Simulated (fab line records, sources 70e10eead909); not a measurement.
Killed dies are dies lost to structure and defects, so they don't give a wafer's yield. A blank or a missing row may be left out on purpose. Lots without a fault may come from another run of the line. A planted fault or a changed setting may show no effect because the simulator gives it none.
Which tool did it? | flow nand_harc | 24 lots, 72 wafers sampled, at 6 steps of a route of 1159

WHAT THE GAUGES READ, wafer by wafer
The record holds no reading of a measuring or inspecting step that can be judged against a usual standard deviation.

WHICH TOOL RAN EACH LOT (tool, then ch and the chambers of the sampled wafers, then the start)
lot  | NHARC_A_STAIRCASE_DESCUM_11        | NHARC_A_STAIRCASE_ETCH_19                     | NHARC_A_STAIRCASE_ETCH_230                    | NHARC_A_STAIRCASE_TRIM_231                    | NHARC_A_STAIRCASE_ETCH_452                    | NHARC_A_STAIRCASE_CMP_472
L074 | rie_diel-11 ch 1,3, day 10 18:08   | rie_diel-11 ch 0,1,3, day 13 18:34 or earlier | rie_diel-04 ch 2,3, day 13 18:34 or earlier   | rie_diel-04 ch 0,2,3, day 13 18:34 or earlier | rie_diel-12 ch 1,2,3, day 13 18:34 or earlier | cmp-04 ch 1,2,3, day 13 18:34
L076 | rie_diel-04 ch 0,3, day 11 05:47   | rie_diel-04 ch 0,1,3, day 14 01:55 or earlier | rie_diel-04 ch 0,1,2, day 14 01:55 or earlier | rie_diel-04 ch 0,2, day 14 01:55 or earlier   | rie_diel-11 ch 1,2, day 14 01:55 or earlier   | cmp-01 ch 1,3, day 14 01:55
L075 | rie_diel-11 ch 1,2, day 11 06:01   | rie_diel-11 ch 1,2,3, day 14 01:05 or earlier | rie_diel-04 ch 1,2, day 14 01:05 or earlier   | rie_diel-04 ch 0,1,2, day 14 01:05 or earlier | rie_diel-12 ch 0,2,3, day 14 01:05 or earlier | cmp-02 ch 0,2,3, day 14 01:05
L078 | rie_diel-11 ch 1,2,3, day 11 18:12 | rie_diel-11 ch 1,2,3, day 14 13:40 or earlier | rie_diel-12 ch 2,3, day 14 13:40 or earlier   | rie_diel-12 ch 2,3, day 14 13:40 or earlier   | rie_diel-12 ch 0,1,3, day 14 13:40 or earlier | cmp-04 ch 0,1,2, day 14 13:40
L077 | rie_diel-04 ch 0,3, day 11 18:23   | rie_diel-04 ch 1,3, day 14 13:54 or earlier   | rie_diel-04 ch 1,2,3, day 14 13:54 or earlier | rie_diel-04 ch 1,3, day 14 13:54 or earlier   | rie_diel-11 ch 0,2,3, day 14 13:54 or earlier | cmp-01 ch 0,1,2, day 14 13:54
L079 | rie_diel-11 ch 0,1,3, day 12 03:11 | rie_diel-11 ch 1,2,3, day 15 02:27 or earlier | rie_diel-04 ch 0,1,2, day 15 02:27 or earlier | rie_diel-04 ch 0,1,2, day 15 02:27 or earlier | rie_diel-04 ch 0,1,2, day 15 02:27 or earlier | cmp-01 ch 1,2,3, day 15 02:27
L081 | rie_diel-04 ch 0,1,2, day 12 08:14 | rie_diel-04 ch 0,3, day 15 16:14 or earlier   | rie_diel-04 ch 0,1, day 15 16:14 or earlier   | rie_diel-04 ch 0,1,2, day 15 16:14 or earlier | rie_diel-11 ch 0,1, day 15 16:14 or earlier   | cmp-02 ch 0,1,2, day 15 16:14
L080 | rie_diel-11 ch 0,1,3, day 12 08:23 | rie_diel-11 ch 0,1,2, day 15 16:24 or earlier | rie_diel-11 ch 0,1, day 15 16:24 or earlier   | rie_diel-11 ch 0,1,2, day 15 16:24 or earlier | rie_diel-12 ch 0,1, day 15 16:24 or earlier   | cmp-01 ch 0,3, day 15 16:24
L083 | rie_diel-12 ch 0,1,3, day 13 04:30 | rie_diel-12 ch 0,1,2, day 16 02:34 or earlier | rie_diel-04 ch 2,3, day 16 02:34 or earlier   | rie_diel-04 ch 2,3, day 16 02:34 or earlier   | rie_diel-04 ch 0,1,2, day 16 02:34 or earlier | cmp-04 ch 0,2,3, day 16 02:34
L082 | rie_diel-12 ch 1,2,3, day 13 04:41 | rie_diel-12 ch 0,3, day 16 02:47 or earlier   | rie_diel-12 ch 2,3, day 16 02:47 or earlier   | rie_diel-12 ch 0,1,3, day 16 02:47 or earlier | rie_diel-04 ch 0,2, day 16 02:47 or earlier   | cmp-02 ch 0,3, day 16 02:47
L085 | rie_diel-11 ch 0,1,2, day 13 18:17 | rie_diel-11 ch 1,3, day 16 15:40 or earlier   | rie_diel-12 ch 2,3, day 16 15:40 or earlier   | rie_diel-12 ch 0,3, day 16 15:40 or earlier   | rie_diel-11 ch 0,1,3, day 16 15:40 or earlier | cmp-04 ch 1,2,3, day 16 15:40
L087 | rie_diel-04 ch 1,2,3, day 14 03:23 | rie_diel-04 ch 2,3, day 16 23:04 or earlier   | rie_diel-11 ch 0,2, day 16 23:04 or earlier   | rie_diel-11 ch 0,1, day 16 23:04 or earlier   | rie_diel-11 ch 0,2,3, day 16 23:04 or earlier | cmp-01 ch 1,2,3, day 16 23:04
L086 | rie_diel-11 ch 0,1, day 14 03:57   | rie_diel-11 ch 0,1, day 16 23:07 or earlier   | rie_diel-11 ch 0,3, day 16 23:07 or earlier   | rie_diel-11 ch 0,1,3, day 16 23:07 or earlier | rie_diel-11 ch 0,1,2, day 16 23:07 or earlier | cmp-04 ch 0,2, day 16 23:07
L089 | rie_diel-11 ch 0,2,3, day 14 11:30 | rie_diel-11 ch 0,1,2, day 17 10:40 or earlier | rie_diel-04 ch 1,2,3, day 17 10:40 or earlier | rie_diel-04 ch 0,1, day 17 10:40 or earlier   | rie_diel-04 ch 2,3, day 17 10:40 or earlier   | cmp-04 ch 0,2,3, day 17 10:40
L084 | rie_diel-04 ch 0,2,3, day 14 11:47 | rie_diel-04 ch 0,1,3, day 17 08:58 or earlier | rie_diel-04 ch 0,1,3, day 17 08:58 or earlier | rie_diel-04 ch 0,2,3, day 17 08:58 or earlier | rie_diel-12 ch 0,2,3, day 17 08:58 or earlier | cmp-02 ch 0,1,2, day 17 08:58
L088 | rie_diel-12 ch 0,1, day 14 16:30   | rie_diel-12 ch 1,3, day 17 11:49 or earlier   | rie_diel-04 ch 0,1,2, day 17 11:49 or earlier | rie_diel-04 ch 0,1,3, day 17 11:49 or earlier | rie_diel-04 ch 0,2, day 17 11:49 or earlier   | cmp-02 ch 0,3, day 17 11:49
L090 | rie_diel-11 ch 0,2,3, day 14 22:16 | rie_diel-11 ch 0,1,3, day 17 20:12 or earlier | rie_diel-04 ch 1,2,3, day 17 20:12 or earlier | rie_diel-04 ch 0,2,3, day 17 20:12 or earlier | rie_diel-12 ch 0,2,3, day 17 20:12 or earlier | cmp-04 ch 0,1,3, day 17 20:12
L093 | rie_diel-12 ch 1,2, day 15 09:44   | rie_diel-12 ch 0,1,2, day 18 09:49 or earlier | rie_diel-11 ch 0,1,2, day 18 09:49 or earlier | rie_diel-11 ch 0,1,2, day 18 09:49 or earlier | rie_diel-12 ch 1,2, day 18 09:49 or earlier   | cmp-04 ch 1,2,3, day 18 09:49
L091 | rie_diel-12 ch 0,3, day 15 10:02   | rie_diel-12 ch 0,2,3, day 18 09:08 or earlier | rie_diel-04 ch 1,2,3, day 18 09:08 or earlier | rie_diel-04 ch 1,2, day 18 09:08 or earlier   | rie_diel-12 ch 0,1, day 18 09:08 or earlier   | cmp-04 ch 0,2,3, day 18 09:08
L094 | rie_diel-04 ch 0,1,2, day 15 10:16 | rie_diel-04 ch 1,2, day 18 09:32 or earlier   | rie_diel-12 ch 0,2,3, day 18 09:32 or earlier | rie_diel-12 ch 1,2, day 18 09:32 or earlier   | rie_diel-12 ch 1,2, day 18 09:32 or earlier   | cmp-02 ch 0,2,3, day 18 09:32
L092 | rie_diel-04 ch 1,2, day 15 17:18   | rie_diel-04 ch 2,3, day 18 19:41 or earlier   | rie_diel-11 ch 0,1, day 18 19:41 or earlier   | rie_diel-11 ch 0,1,2, day 18 19:41 or earlier | rie_diel-12 ch 0,1,3, day 18 19:41 or earlier | cmp-02 ch 0,2, day 18 19:41
L096 | rie_diel-04 ch 0,1,3, day 16 05:31 | rie_diel-04 ch 0,1,3, day 19 15:38 or earlier | rie_diel-04 ch 1,2,3, day 19 15:38 or earlier | rie_diel-04 ch 1,2,3, day 19 15:38 or earlier | rie_diel-11 ch 0,1,3, day 19 15:38 or earlier | cmp-02 ch 0,1,2, day 19 15:38
L097 | rie_diel-12 ch 2,3, day 16 12:24   | rie_diel-12 ch 0,3, day 19 15:44 or earlier   | rie_diel-11 ch 0,1,3, day 19 15:44 or earlier | rie_diel-11 ch 0,1, day 19 15:44 or earlier   | rie_diel-12 ch 0,3, day 19 15:44 or earlier   | cmp-01 ch 0,1, day 19 15:44
L095 | rie_diel-04 ch 0,1,2, day 16 16:43 | rie_diel-04 ch 1,2,3, day 19 16:31 or earlier | rie_diel-12 ch 0,1,2, day 19 16:31 or earlier | rie_diel-12 ch 1,2,3, day 19 16:31 or earlier | rie_diel-12 ch 1,2,3, day 19 16:31 or earlier | cmp-02 ch 0,1,2, day 19 16:31
- NHARC_A_STAIRCASE_DESCUM_11: chemistry O2, time 3 s.
- NHARC_A_STAIRCASE_ETCH_19: etches the open film in C4F8/O2, target depth 100 nm, time 40.5 s.
- NHARC_A_STAIRCASE_ETCH_230: etches the open film in C4F8/O2, target depth 100 nm, time 40.5 s.
- NHARC_A_STAIRCASE_TRIM_231: chemistry O2, time 211.2 s.
- NHARC_A_STAIRCASE_ETCH_452: etches the open film in CF4/O2, target depth 30 nm, overetch 3 nm, time 16.5 s.
- NHARC_A_STAIRCASE_CMP_472: polishes SiO2.

WHAT THE TOOLS THEMSELVES READ (means of the sampled wafers that have a number; where no wafer has one, the mark that the record gives instead)
NHARC_A_STAIRCASE_DESCUM_11. Usual: drypump_motor_current_A 5.6 A, standard deviation 0.51; oes_product_au 1.001 a.u., standard deviation 0.0076; rf_vpp_V 57.8 V, standard deviation 0.9; showerhead_plenum_p_Torr 1.89 Torr, standard deviation 0.09; throttle_valve_pct 11.312 %, standard deviation 0.0087.
lot  | tool        | drypump_motor_current_A (A) | oes_product_au (a.u.) | rf_vpp_V (V) | showerhead_plenum_p_Torr (Torr) | throttle_valve_pct (%) | flag
L074 | rie_diel-11 | 6.0                         | 1.004                 | 57.9         | 1.97                            | 11.312                 |
L076 | rie_diel-04 | 5.1                         | 1.009                 | 57.5         | 1.86                            | 11.313                 |
L075 | rie_diel-11 | 5.9                         | 1.004                 | 57.9         | 1.88                            | 11.323                 |
L078 | rie_diel-11 | 5.7                         | 1.003                 | 57.6         | 1.96                            | 11.316                 |
L077 | rie_diel-04 | 5.1                         | 0.997                 | 58.0         | 1.86                            | 11.310                 |
L079 | rie_diel-11 | 5.8                         | 1.006                 | 58.1         | 1.88                            | 11.324                 |
L081 | rie_diel-04 | 5.6                         | 0.994                 | 57.8         | 1.84                            | 11.308                 |
L080 | rie_diel-11 | 5.8                         | 1.002                 | 57.8         | 1.88                            | 11.313                 |
L083 | rie_diel-12 | 5.5                         | 0.998                 | 57.8         | 1.91                            | 11.307                 |
L082 | rie_diel-12 | 5.6                         | 0.994                 | 59.3         | 1.91                            | 11.318                 |
L085 | rie_diel-11 | 5.4                         | 1.003                 | 58.2         | 1.87                            | 11.310                 |
L087 | rie_diel-04 | 5.7                         | 1.000                 | 58.9         | 1.90                            | 11.314                 |
L086 | rie_diel-11 | 6.0                         | 1.004                 | 57.6         | 1.80                            | 11.314                 |
L089 | rie_diel-11 | 5.3                         | 1.003                 | 58.2         | 1.94                            | 11.304                 |
L084 | rie_diel-04 | 5.3                         | 0.998                 | 57.4         | 1.88                            | 11.314                 |
L088 | rie_diel-12 | 5.2                         | 0.983                 | 57.9         | 1.84                            | 11.318                 |
L090 | rie_diel-11 | 5.2                         | 1.004                 | 58.6         | 1.94                            | 11.311                 |
L093 | rie_diel-12 | 5.5                         | 0.989                 | 57.6         | 1.87                            | 11.312                 |
L091 | rie_diel-12 | 5.8                         | 1.003                 | 57.7         | 1.93                            | 11.307                 |
L094 | rie_diel-04 | 5.6                         | 1.001                 | 57.6         | 1.83                            | 11.316                 |
L092 | rie_diel-04 | 6.0                         | 1.009                 | 57.4         | 1.84                            | 11.317                 |
L096 | rie_diel-04 | 5.5                         | 1.009                 | 57.9         | 1.87                            | 11.316                 |
L097 | rie_diel-12 | 5.9                         | 1.001                 | 57.5         | 1.93                            | 11.312                 |
L095 | rie_diel-04 | 5.6                         | 0.995                 | 56.8         | 1.83                            | 11.317                 |

NHARC_A_STAIRCASE_ETCH_19. Usual: oes_product_au 0.942 a.u., standard deviation 0.0096; rf_vpp_V 894 V, standard deviation 5.7.
lot  | tool        | oes_product_au (a.u.) | rf_vpp_V (V) | flag
L074 | rie_diel-11 | 0.944                 | 894          |
L076 | rie_diel-04 | 0.942                 | 893          |
L075 | rie_diel-11 | 0.923                 | 898          |
L078 | rie_diel-11 | 0.936                 | 899          |
L077 | rie_diel-04 | 0.937                 | 894          |
L079 | rie_diel-11 | 0.939                 | 898          |
L081 | rie_diel-04 | 0.942                 | 896          |
L080 | rie_diel-11 | 0.953                 | 893          |
L083 | rie_diel-12 | 0.942                 | 894          |
L082 | rie_diel-12 | 0.942                 | 897          |
L085 | rie_diel-11 | 0.941                 | 899          |
L087 | rie_diel-04 | 0.954                 | 895          |
L086 | rie_diel-11 | 0.951                 | 889          |
L089 | rie_diel-11 | 0.950                 | 892          |
L084 | rie_diel-04 | 0.941                 | 894          |
L088 | rie_diel-12 | 0.926                 | 894          |
L090 | rie_diel-11 | 0.948                 | 894          |
L093 | rie_diel-12 | 0.942                 | 893          |
L091 | rie_diel-12 | 0.936                 | 897          |
L094 | rie_diel-04 | 0.927                 | 892          |
L092 | rie_diel-04 | 0.946                 | 895          |
L096 | rie_diel-04 | 0.946                 | 893          |
L097 | rie_diel-12 | 0.954                 | 898          |
L095 | rie_diel-04 | 0.938                 | 895          |

NHARC_A_STAIRCASE_ETCH_230. Usual: oes_product_au 0.948 a.u., standard deviation 0.014; rf_vpp_V 894 V, standard deviation 5.5.
lot  | tool        | oes_product_au (a.u.) | rf_vpp_V (V) | flag
L074 | rie_diel-04 | 0.945                 | 896          |
L076 | rie_diel-04 | 0.941                 | 891          |
L075 | rie_diel-04 | 0.953                 | 893          |
L078 | rie_diel-12 | 0.964                 | 897          |
L077 | rie_diel-04 | 0.937                 | 895          |
L079 | rie_diel-04 | 0.943                 | 891          |
L081 | rie_diel-04 | 0.975                 | 891          |
L080 | rie_diel-11 | 0.952                 | 888          |
L083 | rie_diel-04 | 0.949                 | 898          |
L082 | rie_diel-12 | 0.934                 | 897          |
L085 | rie_diel-12 | 0.938                 | 898          |
L087 | rie_diel-11 | 0.951                 | 892          |
L086 | rie_diel-11 | 0.944                 | 898          |
L089 | rie_diel-04 | 0.942                 | 896          |
L084 | rie_diel-04 | 0.943                 | 893          |
L088 | rie_diel-04 | 0.946                 | 890          |
L090 | rie_diel-04 | 0.974                 | 894          |
L093 | rie_diel-11 | 0.953                 | 893          |
L091 | rie_diel-04 | 0.945                 | 895          |
L094 | rie_diel-12 | 0.929                 | 897          |
L092 | rie_diel-11 | 0.942                 | 888          |
L096 | rie_diel-04 | 0.942                 | 895          |
L097 | rie_diel-11 | 0.958                 | 900          |
L095 | rie_diel-12 | 0.968                 | 893          |

NHARC_A_STAIRCASE_TRIM_231. Usual: drypump_motor_current_A 5.6 A, standard deviation 0.5; oes_product_au 1.002 a.u., standard deviation 0.0086; rf_vpp_V 57.6 V, standard deviation 0.98; showerhead_plenum_p_Torr 3.48 Torr, standard deviation 0.14; throttle_valve_pct 17.037 %, standard deviation 0.009.
lot  | tool        | drypump_motor_current_A (A) | oes_product_au (a.u.) | rf_vpp_V (V) | showerhead_plenum_p_Torr (Torr) | throttle_valve_pct (%) | flag
L074 | rie_diel-04 | 5.3                         | 1.010                 | 56.8         | 3.48                            | 17.042                 |
L076 | rie_diel-04 | 5.3                         | 1.006                 | 57.0         | 3.37                            | 17.044                 |
L075 | rie_diel-04 | 5.7                         | 1.004                 | 56.4         | 3.40                            | 17.027                 |
L078 | rie_diel-12 | 5.9                         | 1.002                 | 58.6         | 3.57                            | 17.037                 |
L077 | rie_diel-04 | 5.9                         | 1.006                 | 57.2         | 3.49                            | 17.035                 |
L079 | rie_diel-04 | 5.6                         | 1.007                 | 57.3         | 3.39                            | 17.033                 |
L081 | rie_diel-04 | 5.6                         | 1.008                 | 56.9         | 3.39                            | 17.039                 |
L080 | rie_diel-11 | 5.4                         | 1.007                 | 58.0         | 3.45                            | 17.032                 |
L083 | rie_diel-04 | 5.6                         | 0.991                 | 57.9         | 3.52                            | 17.049                 |
L082 | rie_diel-12 | 5.6                         | 1.000                 | 57.2         | 3.51                            | 17.035                 |
L085 | rie_diel-12 | 5.8                         | 0.985                 | 58.0         | 3.56                            | 17.041                 |
L087 | rie_diel-11 | 6.0                         | 1.010                 | 56.7         | 3.33                            | 17.046                 |
L086 | rie_diel-11 | 5.8                         | 1.016                 | 57.3         | 3.46                            | 17.033                 |
L089 | rie_diel-04 | 5.4                         | 1.001                 | 57.9         | 3.35                            | 17.032                 |
L084 | rie_diel-04 | 5.3                         | 0.996                 | 56.9         | 3.47                            | 17.029                 |
L088 | rie_diel-04 | 5.5                         | 1.004                 | 57.8         | 3.45                            | 17.038                 |
L090 | rie_diel-04 | 5.3                         | 0.999                 | 57.6         | 3.46                            | 17.035                 |
L093 | rie_diel-11 | 5.4                         | 1.010                 | 57.9         | 3.43                            | 17.040                 |
L091 | rie_diel-04 | 5.9                         | 1.004                 | 58.6         | 3.42                            | 17.032                 |
L094 | rie_diel-12 | 5.3                         | 0.991                 | 57.4         | 3.40                            | 17.046                 |
L092 | rie_diel-11 | 5.4                         | 0.995                 | 57.1         | 3.43                            | 17.032                 |
L096 | rie_diel-04 | 5.7                         | 0.996                 | 57.2         | 3.49                            | 17.033                 |
L097 | rie_diel-11 | 6.0                         | 1.008                 | 58.0         | 3.50                            | 17.029                 |
L095 | rie_diel-12 | 5.6                         | 1.003                 | 57.9         | 3.50                            | 17.036                 |

NHARC_A_STAIRCASE_ETCH_452. Usual: drypump_motor_current_A 5.6 A, standard deviation 0.49; oes_product_au 1.001 a.u., standard deviation 0.0074; rf_vpp_V 197.5 V, standard deviation 1.5; showerhead_plenum_p_Torr 1.32 Torr, standard deviation 0.057; throttle_valve_pct 13.396 %, standard deviation 0.01.
lot  | tool        | drypump_motor_current_A (A) | oes_product_au (a.u.) | rf_vpp_V (V) | showerhead_plenum_p_Torr (Torr) | throttle_valve_pct (%) | flag
L074 | rie_diel-12 | 5.6                         | 1.003                 | 197.3        | 1.33                            | 13.388                 |
L076 | rie_diel-11 | 5.3                         | 0.999                 | 198.1        | 1.36                            | 13.387                 |
L075 | rie_diel-12 | 5.8                         | 1.005                 | 197.8        | 1.35                            | 13.396                 |
L078 | rie_diel-12 | 5.5                         | 0.993                 | 199.3        | 1.33                            | 13.397                 |
L077 | rie_diel-11 | 5.3                         | 1.003                 | 198.1        | 1.36                            | 13.401                 |
L079 | rie_diel-04 | 5.6                         | 1.003                 | 196.9        | 1.28                            | 13.390                 |
L081 | rie_diel-11 | 5.9                         | 1.002                 | 196.6        | 1.26                            | 13.403                 |
L080 | rie_diel-12 | 5.2                         | 0.993                 | 196.4        | 1.29                            | 13.398                 |
L083 | rie_diel-04 | 5.6                         | 0.997                 | 196.7        | 1.28                            | 13.395                 |
L082 | rie_diel-04 | 5.5                         | 1.001                 | 197.0        | 1.28                            | 13.389                 |
L085 | rie_diel-11 | 5.8                         | 1.003                 | 196.0        | 1.31                            | 13.398                 |
L087 | rie_diel-11 | 5.3                         | 1.013                 | 198.4        | 1.35                            | 13.405                 |
L086 | rie_diel-11 | 5.4                         | 1.012                 | 196.9        | 1.30                            | 13.396                 |
L089 | rie_diel-04 | 5.4                         | 0.992                 | 197.5        | 1.35                            | 13.396                 |
L084 | rie_diel-12 | 5.8                         | 1.002                 | 197.3        | 1.35                            | 13.407                 |
L088 | rie_diel-04 | 5.2                         | 1.002                 | 196.3        | 1.27                            | 13.394                 |
L090 | rie_diel-12 | 5.8                         | 1.008                 | 198.2        | 1.35                            | 13.393                 |
L093 | rie_diel-12 | 5.5                         | 1.006                 | 197.3        | 1.31                            | 13.405                 |
L091 | rie_diel-12 | 5.2                         | 0.994                 | 197.1        | 1.28                            | 13.394                 |
L094 | rie_diel-12 | 5.3                         | 0.996                 | 195.8        | 1.28                            | 13.398                 |
L092 | rie_diel-12 | 5.6                         | 0.990                 | 197.7        | 1.32                            | 13.397                 |
L096 | rie_diel-11 | 5.8                         | 1.004                 | 197.7        | 1.37                            | 13.397                 |
L097 | rie_diel-12 | 5.8                         | 0.996                 | 197.9        | 1.34                            | 13.396                 |
L095 | rie_diel-12 | 5.6                         | 1.010                 | 196.9        | 1.32                            | 13.393                 |

NHARC_A_STAIRCASE_CMP_472. Usual: edge_zone_pressure_frac 0.999, standard deviation 0.0048; motor_current_A 12.1 A, standard deviation 1.1.
lot  | tool   | edge_zone_pressure_frac | motor_current_A (A) | flag
L074 | cmp-04 | 1.000                   | 11.9                |
L076 | cmp-01 | 1.000                   | 11.8                |
L075 | cmp-02 | 1.000                   | 12.2                |
L078 | cmp-04 | 1.000                   | 12.9                |
L077 | cmp-01 | 1.000                   | 11.3                |
L079 | cmp-01 | 0.997                   | 11.7                |
L081 | cmp-02 | 1.006                   | 12.3                |
L080 | cmp-01 | 1.003                   | 12.2                |
L083 | cmp-04 | 1.000                   | 12.4                |
L082 | cmp-02 | 0.995                   | 12.6                |
L085 | cmp-04 | 0.998                   | 12.1                |
L087 | cmp-01 | 1.003                   | 11.7                |
L086 | cmp-04 | 0.995                   | 13.5                |
L089 | cmp-04 | 0.999                   | 12.8                |
L084 | cmp-02 | 1.002                   | 12.1                |
L088 | cmp-02 | 0.997                   | 13.0                |
L090 | cmp-04 | 1.003                   | 11.9                |
L093 | cmp-04 | 0.997                   | 12.0                |
L091 | cmp-04 | 1.002                   | 12.5                |
L094 | cmp-02 | 0.995                   | 12.8                |
L092 | cmp-02 | 0.997                   | 12.3                |
L096 | cmp-02 | 0.999                   | 12.3                |
L097 | cmp-01 | 0.996                   | 11.4                |
L095 | cmp-02 | 0.996                   | 12.4                |

THE ANSWER, worked out from the rows above alone
Rule: a lot is off if the mean of its wafers that have a number lies more than 3 standard deviations from the usual mean. A lot without any number at a reading at which 4 lots or more have one is off too. The other lots that the step has rows for count as sound. The gauges are gone through in route order, then the tools' own readings, and for those a lot's mean is taken as printed above. The first step at which some lot is off is used, and at that step the reading that is off furthest; a lot without a number counts as furthest.
No lot is off at any reading shown: from this, nothing can be told.

WHAT THE SIMULATOR HAD PUT IN
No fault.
